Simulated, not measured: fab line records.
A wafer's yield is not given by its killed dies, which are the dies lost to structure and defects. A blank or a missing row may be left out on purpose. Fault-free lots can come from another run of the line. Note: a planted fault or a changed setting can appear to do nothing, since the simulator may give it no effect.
fab line records | flow n5Finfet | part 2 of 2: steps 24 to 33 of 33
record lots=5 | wafers=15 | lastDay=21
route steps=1938 shown BEOL_M5@1159
lots that met no fault: taken from a fault-free run of the same line
startH: hours from the record's opening day to when the first of the lot's shown wafers began | waitH: time in hours since the lot's previous step | " same as the row above | L1.1+2: several wafers, shown together as one row | - no value present, or no start provided | * or withheld: withheld | < > ~ a bound
route shown NAME@n: a module of which the file shows steps, and the number in the route of the first | usual: mean and standard deviation over wafers with no fault | same: alike in all rows | chamber/n: place in a boat | sites: per-site readings | _std_site: their standard deviation | _edge_site: mean of outer sites minus mean of inner sites | radiusMm: how far each site lies from the wafer's centre | mask NAME#n: copy n | behind: the last tool/chamber to shape the wafer | hold: why the lot went on hold/how many hours it stayed there/how the hold came to an end | device: transistor that didn't switch, given as n, p or np | end of line: tests of these same wafers at the route's end | where a step has no rows: the recipe by itself | killed: at the first sort, the dies lost to defects and structure; wafer yield is something else | map: shows each die of a wafer: x if killed, . if not, _ if none is there
set.NAME: the run value of the setting; set.NAME@STEP: its run value at that earlier step | model.NAME: the simulator's own value behind a step, which no gauge read
a table for each step, a row for each wafer; lots at some steps of the route
services: the hour from which a tool's chamber was out of use, counted from the record's first day as startH (under 0 if before that day), plus the number of hours and why
## steps
# step N5_BEOL_M5_ANNEAL_89
# recipe tempC=400 | timeS=1800 | ambient=vacuum
# usual heaterPowerW=819/110
lot.wafer | tool          | chamber | startH | waitH | heaterPowerW
L075.2    | pvdSputter-02 | -       | 285.92 | 0.0   | 1035
L075.3    | "             | -       | "      | "     | 763
L075.6    | "             | -       | "      | "     | 680
L081.3    | pvdSputter-01 | -       | 309.35 | 0.0   | 686
L081.4    | "             | -       | "      | "     | 1019
L081.5    | "             | -       | "      | "     | 683
L087.3    | pvdSputter-01 | -       | 366.30 | 0.0   | 815
L087.4    | "             | -       | "      | "     | 697
L087.5    | "             | -       | "      | "     | 773
L094.2    | pvdSputter-03 | -       | 396.63 | 0.0   | 972
L094.5    | "             | -       | "      | "     | 788
L094.6    | "             | -       | "      | "     | 764
L096.2    | pvdSputter-03 | -       | 401.06 | 0.0   | 1005
L096.3    | "             | -       | "      | "     | 753
L096.4    | "             | -       | "      | "     | 787
# step N5_BEOL_M5_SPUTTER_90
# recipe material=Cu | targetThkA=45 | tempC=-20 | chamberPressurePa=0.07 | powerW=withheld | timeS=8.29
# usual throttleValvePct=30.3/1.2
lot.wafer | tool          | chamber | startH | waitH | throttleValvePct
L075.2    | pvdSputter-02 | -       | 286.92 | 0.5   | 30.6
L075.3    | "             | -       | "      | "     | 30.6
L075.6    | "             | -       | "      | "     | 28.9
L081.3    | pvdSputter-01 | -       | 310.36 | 0.5   | 30.3
L081.4    | "             | -       | "      | "     | 31.9
L081.5    | "             | -       | "      | "     | 30.2
L087.3    | pvdSputter-01 | -       | 367.31 | 0.5   | 29.0
L087.4    | "             | -       | "      | "     | 30.1
L087.5    | "             | -       | "      | "     | 31.5
L094.2    | pvdSputter-03 | -       | 397.64 | 0.5   | 29.9
L094.5    | "             | -       | "      | "     | 28.9
L094.6    | "             | -       | "      | "     | 28.3
L096.2    | pvdSputter-03 | -       | 402.06 | 0.5   | 30.2
L096.3    | "             | -       | "      | "     | 28.4
L096.4    | "             | -       | "      | "     | 28.9
# step N5_BEOL_M5_ECD_50
# recipe material=Cu | targetThkA=3000
lot.wafer  | tool     | chamber | startH | waitH
L075.2+3+6 | ecdCu-01 | 1,1,0   | 287.04 | 0.1
L081.3+4+5 | ecdCu-02 | 1,0,1   | 310.49 | 0.1
L087.3+4+5 | ecdCu-02 | 1,0,0   | 367.45 | 0.1
L094.2+5+6 | ecdCu-01 | 1,0,1   | 397.75 | 0.1
L096.2+3+4 | ecdCu-01 | 0,0,1   | 402.18 | 0.1
# step N5_BEOL_M5_ANNEAL_51
# recipe tempC=225 | timeS=90 | ambient=N2
# usual wafer_temp_C_max=225.81/0.23
lot.wafer | tool         | chamber | startH | waitH | wafer_temp_C_max
L075.2    | rtpAnneal-01 | 0       | 287.17 | 0.1   | 225.47
L075.3    | "            | 0       | "      | "     | 225.69
L075.6    | "            | 0       | "      | "     | 225.92
L081.3    | rtpAnneal-02 | 0       | 310.65 | 0.1   | 226.05
L081.4    | "            | 0       | "      | "     | 225.75
L081.5    | "            | 0       | "      | "     | 225.92
L087.3    | rtpAnneal-02 | 0       | 367.60 | 0.1   | 225.75
L087.4    | "            | 0       | "      | "     | 225.34
L087.5    | "            | 0       | "      | "     | 225.34
L094.2    | rtpAnneal-02 | 0       | 397.88 | 0.1   | 225.95
L094.5    | "            | 0       | "      | "     | 225.94
L094.6    | "            | 0       | "      | "     | 226.17
L096.2    | rtpAnneal-01 | 0       | 402.31 | 0.1   | 225.92
L096.3    | "            | 0       | "      | "     | 226.20
L096.4    | "            | 0       | "      | "     | 225.94
# step N5_BEOL_M5_CMP_52
# recipe stopOn=SiCOH_lowk | tOverpolishS=6.9 | downForcePsi=1 | platenRpm=50 | clearingPlatenDownForcePsi=1.5 | clearingPlatenRpm=50 | postCmpClean=cuAlkaline | targetThkNm=62 | clearingPlatenPadVelocityMS=0.99484 | padVelocityMS=0.99484
# usual barrierFieldEndpointS=24.6/0.83 | motorCurrentA=5.8/0.63 | overpolishRunS=6.900/0.0097 | timeToEndpointS=62/4
lot.wafer | tool   | chamber | startH | waitH | barrierFieldEndpointS | motorCurrentA | overpolishRunS | timeToEndpointS
L075.3    | cmp-02 | 1       | 287.46 | 0.2   | 23.9                  | 5.4           | 6.911          | 54
L075.2    | "      | 3       | "      | "     | 25.1                  | 5.8           | 6.898          | 62
L075.6    | "      | 0       | "      | "     | 24.8                  | 5.4           | 6.882          | 61
L081.3    | cmp-03 | 0       | 310.89 | 0.2   | 24.8                  | 6.4           | 6.919          | 63
L081.4    | "      | 1       | "      | "     | 25.6                  | 5.8           | 6.902          | 69
L081.5    | "      | 0       | "      | "     | 24.7                  | 6.4           | 6.920          | 63
L087.4    | cmp-02 | 1       | 367.89 | 0.2   | 24.6                  | 4.9           | 6.901          | 58
L087.3    | "      | 2       | "      | "     | 23.9                  | 4.4           | 6.891          | 57
L087.5    | "      | 0       | "      | "     | 25.6                  | 5.2           | 6.901          | 65
L094.2    | cmp-03 | 2       | 398.25 | 0.3   | 24.6                  | 5.8           | 6.898          | 62
L094.5    | "      | 3       | "      | "     | 25.5                  | 6.5           | 6.903          | 65
L094.6    | "      | 0       | "      | "     | 25.1                  | 6.6           | 6.898          | 64
L096.3    | cmp-03 | 3       | 402.56 | 0.2   | 24.5                  | 6.5           | 6.900          | 64
L096.2    | "      | 1       | "      | "     | 25.9                  | 6.1           | 6.907          | 69
L096.4    | "      | 2       | "      | "     | 25.6                  | 6.0           | 6.910          | 65
# step N5_BEOL_M5_THK_MEAS_53
# recipe thkMeasGauge=xrf | reads=Cu_of_BEOL_M5_ECD_50
# usual M5_THK=60.1/2
lot.wafer | tool         | chamber | startH | waitH | M5_THK[nm]
L075.2    | filmMetro-01 | -       | 287.72 | -     | 60.1
L075.3    | "            | -       | "      | "     | 62.1
L075.6    | "            | -       | "      | "     | 60.9
L081.3    | filmMetro-02 | -       | 311.15 | -     | 58.1
L081.4    | "            | -       | "      | "     | 60.4
L081.5    | "            | -       | "      | "     | 58.5
L087.3    | filmMetro-01 | -       | 368.11 | -     | 58.3
L087.4    | "            | -       | "      | "     | 60.3
L087.5    | "            | -       | "      | "     | 60.3
L094.2    | filmMetro-01 | -       | 398.43 | -     | 61.0
L094.5    | "            | -       | "      | "     | 59.7
L094.6    | "            | -       | "      | "     | 56.2
L096.2    | filmMetro-02 | -       | 402.86 | -     | 62.4
L096.3    | "            | -       | "      | "     | 58.1
L096.4    | "            | -       | "      | "     | 60.8
# step N5_BEOL_M5_PRE_CLEAN_77
# recipe gas=NH3/H2 | timeS=15 | tempC=* | rfPowerW=300
# usual heaterPowerW=88/19
lot.wafer | tool     | chamber | startH | waitH | heaterPowerW
L075.2    | cvdCo-02 | 1       | 287.76 | 0.0   | 92
L075.3    | "        | 0       | "      | "     | 103
L075.6    | "        | 2       | "      | "     | 123
L081.3    | cvdCo-01 | 1       | 311.19 | 0.0   | 88
L081.4    | "        | 1       | "      | "     | 90
L081.5    | "        | 2       | "      | "     | 72
L087.3    | cvdCo-01 | 1       | 368.16 | 0.1   | 92
L087.4    | "        | 0       | "      | "     | 64
L087.5    | "        | 0       | "      | "     | 65
L094.2    | cvdCo-02 | 0       | 398.47 | 0.0   | 107
L094.5    | "        | 1       | "      | "     | 77
L094.6    | "        | 2       | "      | "     | 124
L096.2    | cvdCo-02 | 0       | 402.91 | 0.1   | 106
L096.3    | "        | 2       | "      | "     | 122
L096.4    | "        | 0       | "      | "     | 105
# step N5_BEOL_M5_CO_CAP_78
# recipe material=Co | targetThkA=20 | tempC=200 | precursor=CCTBA/H2 | pressureTorr=30 | timeS=102.1
# usual heaterPowerW=240/24
lot.wafer | tool     | chamber | startH | waitH | heaterPowerW
L075.2    | cvdCo-02 | 1       | 287.80 | 0.0   | 238
L075.3    | "        | 0       | "      | "     | 259
L075.6    | "        | 2       | "      | "     | 285
L081.3    | cvdCo-01 | 1       | 311.23 | 0.0   | 243
L081.4    | "        | 1       | "      | "     | 245
L081.5    | "        | 2       | "      | "     | 217
L087.3    | cvdCo-01 | 1       | 368.24 | 0.1   | 247
L087.4    | "        | 0       | "      | "     | 210
L087.5    | "        | 0       | "      | "     | 208
L094.2    | cvdCo-02 | 0       | 398.51 | 0.0   | 260
L094.5    | "        | 1       | "      | "     | 225
L094.6    | "        | 2       | "      | "     | 278
L096.2    | cvdCo-02 | 0       | 402.95 | 0.0   | 265
L096.3    | "        | 2       | "      | "     | 280
L096.4    | "        | 0       | "      | "     | 264
# step N5_BEOL_M5_PRE_CLEAN_55
# recipe gas=NH3 | timeS=15 | tempC=withheld | rfPowerW=300
lot.wafer  | tool     | chamber | startH | waitH
L075.2+3+6 | pecvd-03 | 2,0,2   | 287.89 | 0.1
L081.3+4+5 | pecvd-02 | 2,2,0   | 311.32 | 0.1
L087.3+4+5 | pecvd-02 | 2,1,2   | 368.33 | 0.1
L094.2+5+6 | pecvd-02 | 2,2,0   | 398.60 | 0.1
L096.2+3+4 | pecvd-03 | 0,2,1   | 403.06 | 0.1
# step N5_BEOL_M5_DEP_56
# recipe material=SiCN | targetThkA=80 | tempC=withheld | precursor=3MS/NH3 | pressureTorr=3 | rfW=202 | timeS=14
# usual showerheadPlenumPTorr=3.664/0.015 | throttleValvePct=9.2/0.34
lot.wafer | tool     | chamber | startH | waitH | showerheadPlenumPTorr | throttleValvePct
L075.2    | pecvd-03 | 2       | 287.91 | 0.0   | 3.697                 | 8.7
L075.3    | "        | 0       | "      | "     | 3.651                 | 9.4
L075.6    | "        | 2       | "      | "     | 3.699                 | 8.7
L081.3    | pecvd-02 | 2       | 311.34 | 0.0   | 3.677                 | 9.1
L081.4    | "        | 2       | "      | "     | 3.669                 | 9.1
L081.5    | "        | 0       | "      | "     | 3.670                 | 9.6
L087.3    | pecvd-02 | 2       | 368.35 | 0.0   | 3.667                 | 9.1
L087.4    | "        | 1       | "      | "     | 3.661                 | 9.2
L087.5    | "        | 2       | "      | "     | 3.676                 | 8.9
L094.2    | pecvd-02 | 2       | 398.64 | 0.0   | 3.672                 | 9.4
L094.5    | "        | 2       | "      | "     | 3.671                 | 9.0
L094.6    | "        | 0       | "      | "     | 3.660                 | 9.0
L096.2    | pecvd-03 | 0       | 403.08 | 0.0   | 3.653                 | 9.4
L096.3    | "        | 2       | "      | "     | 3.686                 | 8.6
L096.4    | "        | 1       | "      | "     | 3.655                 | 9.7
## services
tool        | chamber | startH | hours | kind
rieDiel-02  | 2       | 261.12 | 1.7   | repair
ecdCu-01    | -       | 275.58 | 0.2   | repair
ecdCu-01    | -       | 276.37 | 4.4   | repair
pecvd-02    | 0       | 278.63 | 3.9   | repair
rieDiel-02  | 2       | 283.39 | 7.7   | repair
pecvd-02    | -       | 288.53 | 2.8   | pm
cmp-02      | -       | 300.10 | 14.5  | pm
cvdCo-02    | -       | 311.81 | 12.3  | repair
pecvd-02    | -       | 324.36 | 0.8   | repair
wetBench-03 | -       | 326.07 | 7.1   | repair
cvdCo-01    | 2       | 330.44 | 103.8 | repair
aldMetal-04 | -       | 336.50 | 4.3   | pm
aldMetal-02 | -       | 337.25 | 14.0  | pm
rieDiel-06  | 2       | 340.34 | 7.7   | repair
cmp-03      | -       | 340.41 | 4.6   | repair
uvCure-03   | -       | 343.02 | 0.3   | repair
ecdCu-01    | -       | 344.28 | 2.2   | repair
aldMetal-04 | 0       | 344.43 | 36.9  | repair
pecvd-02    | 2       | 355.98 | 11.3  | repair
rieDiel-02  | 1       | 357.58 | 23.7  | repair
rieDiel-02  | -       | 358.10 | 0.8   | repair
cmp-03      | -       | 372.88 | 3.3   | repair
uvCure-01   | -       | 373.82 | 22.2  | pm
cmp-02      | -       | 395.74 | 0.8   | repair
